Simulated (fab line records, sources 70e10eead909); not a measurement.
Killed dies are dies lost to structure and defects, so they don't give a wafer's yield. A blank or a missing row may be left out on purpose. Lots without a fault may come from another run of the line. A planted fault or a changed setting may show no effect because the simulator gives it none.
Which tool did it? | flow nand_harc | 11 lots, 33 wafers sampled, at 5 steps of a route of 1302

WHAT THE GAUGES READ, wafer by wafer
NHARC_END_SORT_01. Usual: killed_at_array 59, standard deviation 17; killed_at_other 0.9, standard deviation 1.6; killed_at_periphery 3.7, standard deviation 2.3; killed_dies 64, standard deviation 17; killed_open 3.3, standard deviation 1.8; killed_short 2.4, standard deviation 1.6.
lot  | measured     | on        | killed_at_array | killed_at_other | killed_at_periphery | killed_dies | killed_open | killed_short | flag
L316 | day 30 04:33 | prober-01 | 660 66 74       | 0 1 0           | 4 0 2               | 664 67 76   | 3 4 3       | 4 2 0        | OFF

WHICH TOOL RAN EACH LOT (tool, then ch and the chambers of the sampled wafers, then the start)
lot  | NHARC_A_STAIRCASE_TRIM_12          | NHARC_A_STAIRCASE_TRIM_16                     | NHARC_A_STAIRCASE_TRIM_26          | NHARC_A_STAIRCASE_DESCUM_186
L303 | rie_diel-09 ch 1,2,3, day 16 02:27 | rie_diel-09 ch 0,1,3, day 16 04:15 or earlier | rie_diel-06 ch 1,3, day 16 04:15   | rie_diel-09 ch 0,3, day 16 06:05
L305 | rie_diel-06 ch 0,3, day 16 22:43   | rie_diel-06 ch 0,2,3, day 17 00:31 or earlier | rie_diel-06 ch 0,1,3, day 17 00:31 | rie_diel-09 ch 1,2,3, day 17 02:23
L306 | rie_diel-09 ch 0,1,2, day 17 10:25 | rie_diel-09 ch 0,3, day 17 12:25 or earlier   | rie_diel-09 ch 0,3, day 17 12:25   | rie_diel-03 ch 1,3, day 17 14:21
L310 | rie_diel-03 ch 0,2,3, day 18 10:58 | rie_diel-03 ch 1,2,3, day 18 12:43 or earlier | rie_diel-06 ch 0,1,3, day 18 12:43 | rie_diel-03 ch 0,1, day 18 14:26
L312 | rie_diel-09 ch 1,2, day 20 01:15   | rie_diel-09 ch 1,3, day 20 06:53 or earlier   | rie_diel-09 ch 0,2,3, day 20 06:53 | rie_diel-09 ch 1,3, day 20 08:53
L318 | rie_diel-06 ch 0,2, day 21 19:45   | rie_diel-06 ch 0,1, day 21 21:50 or earlier   | rie_diel-03 ch 1,3, day 21 21:50   | rie_diel-03 ch 0,2,3, day 21 23:40
L316 | rie_diel-03 ch 0,1,2, day 21 20:27 | rie_diel-03 ch 0,1,2, day 21 22:38 or earlier | rie_diel-06 ch 0,1,3, day 21 22:38 | rie_diel-03 ch 0,1,3, day 22 00:27
L321 | rie_diel-09 ch 0,3, day 22 21:54   | rie_diel-09 ch 0,2, day 22 23:40 or earlier   | rie_diel-09 ch 0,1,2, day 22 23:40 | rie_diel-06 ch 2,3, day 23 01:31
L323 | rie_diel-06 ch 0,2,3, day 24 08:37 | rie_diel-06 ch 0,3, day 24 13:11 or earlier   | rie_diel-06 ch 0,1,2, day 24 13:11 | rie_diel-03 ch 1,2,3, day 24 15:02
L325 | rie_diel-03 ch 0,1,2, day 24 08:46 | rie_diel-03 ch 0,2,3, day 24 10:38 or earlier | rie_diel-09 ch 0,1,3, day 24 10:38 | rie_diel-09 ch 0,2,3, day 24 12:29
L324 | rie_diel-03 ch 1,3, day 24 08:58   | rie_diel-03 ch 2,3, day 24 10:53 or earlier   | rie_diel-03 ch 0,3, day 24 10:53   | rie_diel-09 ch 1,3, day 24 12:43
- NHARC_A_STAIRCASE_TRIM_12: chemistry O2, time 211.2 s.
- NHARC_A_STAIRCASE_TRIM_16: chemistry O2, time 211.2 s.
- NHARC_A_STAIRCASE_TRIM_26: chemistry O2, time 211.2 s.
- NHARC_A_STAIRCASE_DESCUM_186: chemistry O2, time 3 s.

WHAT THE TOOLS THEMSELVES READ (means of the sampled wafers that have a number; where no wafer has one, the mark that the record gives instead)
NHARC_A_STAIRCASE_TRIM_12. Usual: drypump_motor_current_A 5.6 A, standard deviation 0.37; oes_product_au 1.001 a.u., standard deviation 0.0097; rf_vpp_V 57.9 V, standard deviation 0.83; showerhead_plenum_p_Torr 3.55 Torr, standard deviation 0.15; throttle_valve_pct 17.036 %, standard deviation 0.0092.
lot  | tool        | drypump_motor_current_A (A) | oes_product_au (a.u.) | rf_vpp_V (V) | showerhead_plenum_p_Torr (Torr) | throttle_valve_pct (%) | flag
L303 | rie_diel-09 | 5.3                         | 0.998                 | 58.5         | 3.44                            | 17.031                 |
L305 | rie_diel-06 | 5.4                         | 0.996                 | 57.7         | 3.78                            | 17.035                 |
L306 | rie_diel-09 | 5.6                         | 1.004                 | 57.6         | 3.52                            | 17.029                 |
L310 | rie_diel-03 | 6.0                         | 1.001                 | 57.5         | 3.47                            | 17.037                 |
L312 | rie_diel-09 | 5.5                         | 1.012                 | 57.2         | 3.38                            | 17.042                 |
L318 | rie_diel-06 | 5.6                         | 0.984                 | 58.5         | 3.76                            | 17.038                 |
L316 | rie_diel-03 | 5.9                         | 1.001                 | 58.5         | 3.51                            | 17.034                 |
L321 | rie_diel-09 | 5.2                         | 1.006                 | 57.5         | 3.59                            | 17.046                 |
L323 | rie_diel-06 | 5.5                         | 0.986                 | 58.9         | 3.75                            | 17.035                 |
L325 | rie_diel-03 | 5.9                         | 1.003                 | 57.7         | 3.50                            | 17.039                 |
L324 | rie_diel-03 | 5.7                         | 1.004                 | 57.5         | 3.51                            | 17.036                 |

NHARC_A_STAIRCASE_TRIM_16. Usual: drypump_motor_current_A 5.6 A, standard deviation 0.38; oes_product_au 1.001 a.u., standard deviation 0.011; rf_vpp_V 57.9 V, standard deviation 0.93; showerhead_plenum_p_Torr 3.54 Torr, standard deviation 0.15; throttle_valve_pct 17.036 %, standard deviation 0.0096.
lot  | tool        | drypump_motor_current_A (A) | oes_product_au (a.u.) | rf_vpp_V (V) | showerhead_plenum_p_Torr (Torr) | throttle_valve_pct (%) | flag
L303 | rie_diel-09 | 5.4                         | 1.013                 | 57.1         | 3.57                            | 17.032                 |
L305 | rie_diel-06 | 5.5                         | 0.999                 | 58.3         | 3.78                            | 17.051                 |
L306 | rie_diel-09 | 5.2                         | 1.008                 | 57.9         | 3.62                            | 17.038                 |
L310 | rie_diel-03 | 5.8                         | 0.997                 | 58.4         | 3.53                            | 17.046                 |
L312 | rie_diel-09 | 5.1                         | 1.009                 | 58.3         | 3.47                            | 17.035                 |
L318 | rie_diel-06 | 5.2                         | 1.002                 | 58.3         | 3.63                            | 17.034                 |
L316 | rie_diel-03 | 5.9                         | 0.993                 | 57.4         | 3.51                            | 17.028                 |
L321 | rie_diel-09 | 5.7                         | 1.016                 | 57.0         | 3.49                            | 17.041                 |
L323 | rie_diel-06 | 5.4                         | 0.986                 | 58.2         | 3.73                            | 17.030                 |
L325 | rie_diel-03 | 6.0                         | 0.990                 | 58.1         | 3.44                            | 17.045                 |
L324 | rie_diel-03 | 6.0                         | 1.005                 | 57.4         | 3.51                            | 17.030                 |

NHARC_A_STAIRCASE_TRIM_26. Usual: drypump_motor_current_A 5.5 A, standard deviation 0.37; oes_product_au 1.000 a.u., standard deviation 0.012; rf_vpp_V 57.7 V, standard deviation 0.88; showerhead_plenum_p_Torr 3.58 Torr, standard deviation 0.17; throttle_valve_pct 17.036 %, standard deviation 0.0088.
lot  | tool        | drypump_motor_current_A (A) | oes_product_au (a.u.) | rf_vpp_V (V) | showerhead_plenum_p_Torr (Torr) | throttle_valve_pct (%) | flag
L303 | rie_diel-06 | 5.2                         | 1.001                 | 57.6         | 3.68                            | 17.034                 |
L305 | rie_diel-06 | 5.2                         | 0.993                 | 57.3         | 3.66                            | 17.033                 |
L306 | rie_diel-09 | 5.5                         | 1.012                 | 58.7         | 3.70                            | 17.030                 |
L310 | rie_diel-06 | 5.2                         | 0.987                 | 58.4         | 3.65                            | 17.029                 |
L312 | rie_diel-09 | 5.5                         | 1.013                 | 57.3         | 3.56                            | 17.027                 |
L318 | rie_diel-03 | 5.8                         | 0.995                 | 57.2         | 3.46                            | 17.036                 |
L316 | rie_diel-06 | 5.2                         | 0.925                 | 57.2         | 3.64                            | 17.041                 | OFF
L321 | rie_diel-09 | 5.6                         | 1.011                 | 56.7         | 3.49                            | 17.044                 |
L323 | rie_diel-06 | 5.3                         | 1.000                 | 57.9         | 3.63                            | 17.037                 |
L325 | rie_diel-09 | 5.4                         | 1.006                 | 57.7         | 3.53                            | 17.037                 |
L324 | rie_diel-03 | 6.0                         | 0.985                 | 57.0         | 3.38                            | 17.040                 |

NHARC_A_STAIRCASE_DESCUM_186. Usual: drypump_motor_current_A 5.7 A, standard deviation 0.37; oes_product_au 1.001 a.u., standard deviation 0.011; rf_vpp_V 57.7 V, standard deviation 0.97; showerhead_plenum_p_Torr 1.92 Torr, standard deviation 0.087; throttle_valve_pct 11.310 %, standard deviation 0.0098.
lot  | tool        | drypump_motor_current_A (A) | oes_product_au (a.u.) | rf_vpp_V (V) | showerhead_plenum_p_Torr (Torr) | throttle_valve_pct (%) | flag
L303 | rie_diel-09 | 5.2                         | 1.007                 | 57.7         | 1.97                            | 11.310                 |
L305 | rie_diel-09 | 5.3                         | 1.009                 | 57.9         | 1.86                            | 11.302                 |
L306 | rie_diel-03 | 5.7                         | 1.010                 | 57.7         | 1.92                            | 11.308                 |
L310 | rie_diel-03 | 6.0                         | 0.999                 | 57.5         | 1.87                            | 11.314                 |
L312 | rie_diel-09 | 5.3                         | 1.013                 | 57.1         | 1.85                            | 11.315                 |
L318 | rie_diel-03 | 6.0                         | 0.998                 | 56.8         | 1.87                            | 11.303                 |
L316 | rie_diel-03 | 5.9                         | 0.993                 | 58.0         | 1.87                            | 11.309                 |
L321 | rie_diel-06 | 5.5                         | 0.994                 | 58.6         | 2.05                            | 11.318                 |
L323 | rie_diel-03 | 5.8                         | 0.995                 | 58.4         | 1.90                            | 11.314                 |
L325 | rie_diel-09 | 5.4                         | 1.008                 | 57.4         | 1.92                            | 11.310                 |
L324 | rie_diel-09 | 5.1                         | 0.988                 | 57.9         | 1.87                            | 11.315                 |

THE ANSWER, worked out from the rows above alone
Rule: a lot is off if the mean of its wafers that have a number lies more than 3 standard deviations from the usual mean. A lot without any number at a reading at which 4 lots or more have one is off too. The other lots that the step has rows for count as sound. The gauges are gone through in route order, then the tools' own readings, and for those a lot's mean is taken as printed above. The first step at which some lot is off is used, and at that step the reading that is off furthest; a lot without a number counts as furthest.
Off: L316, at NHARC_END_SORT_01 (killed_at_array). Neither off nor sound, because the step has no rows for them: L303, L305, L306, L310, L312, L318, L321, L323, L325, L324.
A tool fits if, at a process step before that reading, it ran every lot that is off, and no sound lot after the first of them. The gauges at NHARC_END_SORT_01 aren't tried: what is off there is off at NHARC_A_STAIRCASE_TRIM_26 too, on other tools, and a gauge's error can't cause that. NHARC_A_STAIRCASE_TRIM_16 gives no start for some lots, so the hours and the order of its lots are those of NHARC_A_STAIRCASE_TRIM_26. Can't be told from this: 2 tools fit, rie_diel-03 at NHARC_A_STAIRCASE_TRIM_12 and NHARC_A_STAIRCASE_TRIM_16 and NHARC_A_STAIRCASE_DESCUM_186, rie_diel-06 at NHARC_A_STAIRCASE_TRIM_26.

WHAT THE SIMULATOR HAD PUT IN
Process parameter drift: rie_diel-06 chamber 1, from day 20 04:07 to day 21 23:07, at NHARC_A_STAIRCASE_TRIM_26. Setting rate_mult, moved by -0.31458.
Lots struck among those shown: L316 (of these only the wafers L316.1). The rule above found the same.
